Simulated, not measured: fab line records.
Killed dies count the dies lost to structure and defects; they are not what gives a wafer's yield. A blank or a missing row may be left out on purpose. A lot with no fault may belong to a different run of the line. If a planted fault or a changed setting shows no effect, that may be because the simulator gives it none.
One fault through the eyes of 2 desks    flow n5 finfet    every desk sees just its own numbers, and what lay behind them comes last

== FOR THE TOOL OWNER'S DESK: cmp-03 ==
The tool's own readings at N5_ILD0_CMP_12 (polishes SiNx, stops on poly-Si, t overpolish 6 s, target thk 17.67 nm): means of the sampled wafers that have a number, for each lot that ran on this tool. A lot is out of limits, marked OUT, if its mean lies more than 4 standard deviations from the usual mean; the brackets give that distance.
Columns: A = motor current A at N5_ILD0_CMP_12, usual 9.2 A; B = overpolish run s at N5_ILD0_CMP_12, usual 6.000 s; C = time to endpoint s at N5_ILD0_CMP_12, usual 28 s
lot   first seen here  A     B      C
L647  day 3 15:37      9.8   5.990  30
L650  day 4 10:44      9.9   6.009  26
L652  day 4 22:34      9.1   5.998  19
L655  day 5 16:29      10.0  6.000  22
L665  day 8 08:17      9.7   6.008  29
L669  day 9 05:27      10.4  5.997  28
This desk's finding: nothing out of limits on any of the 6 lots.

== METROLOGY DESK ==
Lot by lot, what the gauges showed, no matter which tool ran the lot: averages of those sampled wafers that carry a number. A lot is out of limits, marked OUT, if its mean lies more than 4 standard deviations from the usual mean; the brackets give that distance. Of its 10 readings 7 are shown: those that lie furthest out on some lot.
Columns: A = DIBL_N at N5_BEOL_M4_RC_MEAS_101, usual 36.0 mV/V; B = DIBL_P at N5_BEOL_M4_RC_MEAS_101, usual 36.2 mV/V; C = IOFF_N at N5_BEOL_M4_RC_MEAS_101, usual 0.16 nA/um; D = ION_P at N5_BEOL_M4_RC_MEAS_101, usual 461 uA/um; E = SS_N at N5_BEOL_M4_RC_MEAS_101, usual 71.5 mV/dec; F = SS_P at N5_BEOL_M4_RC_MEAS_101, usual 73.4 mV/dec; G = VT_P at N5_BEOL_M4_RC_MEAS_101, usual -250 mV
lot   first seen here  A     B     C     D    E     F     G
L647  day 8 12:22      35.1  34.3  0.14  464  71.3  72.6  -246
L648  day 8 21:15      33.9  35.7  0.13  449  71.9  73.1  -253
L650  day 9 14:58      35.2  37.6  0.16  458  71.6  73.6  -248
L652  day 9 23:16      40.1  40.5  0.23  462  72.8  74.6  -248
L655  day 10 07:00     36.5  36.2  0.14  452  71.8  74.1  -256
L660  day 11 18:24     36.2  36.9  0.16  461  71.9  73.5  -248
L665  day 12 21:49     35.4  36.9  0.17  466  71.4  73.8  -246
L666  day 12 22:44     33.6  32.9  0.11  452  70.9  72.7  -253
L669  day 13 20:39     38.1  37.8  0.19  462  72.0  73.6  -247
This desk's finding: nothing out of limits on any of the 9 lots.

== TAKEN TOGETHER ==
The desk of the tool owner found nothing out of limits.
From the metrology desk's view, nothing was out of limits.

== WHAT HAD BEEN PUT IN BY THE SIMULATOR ==
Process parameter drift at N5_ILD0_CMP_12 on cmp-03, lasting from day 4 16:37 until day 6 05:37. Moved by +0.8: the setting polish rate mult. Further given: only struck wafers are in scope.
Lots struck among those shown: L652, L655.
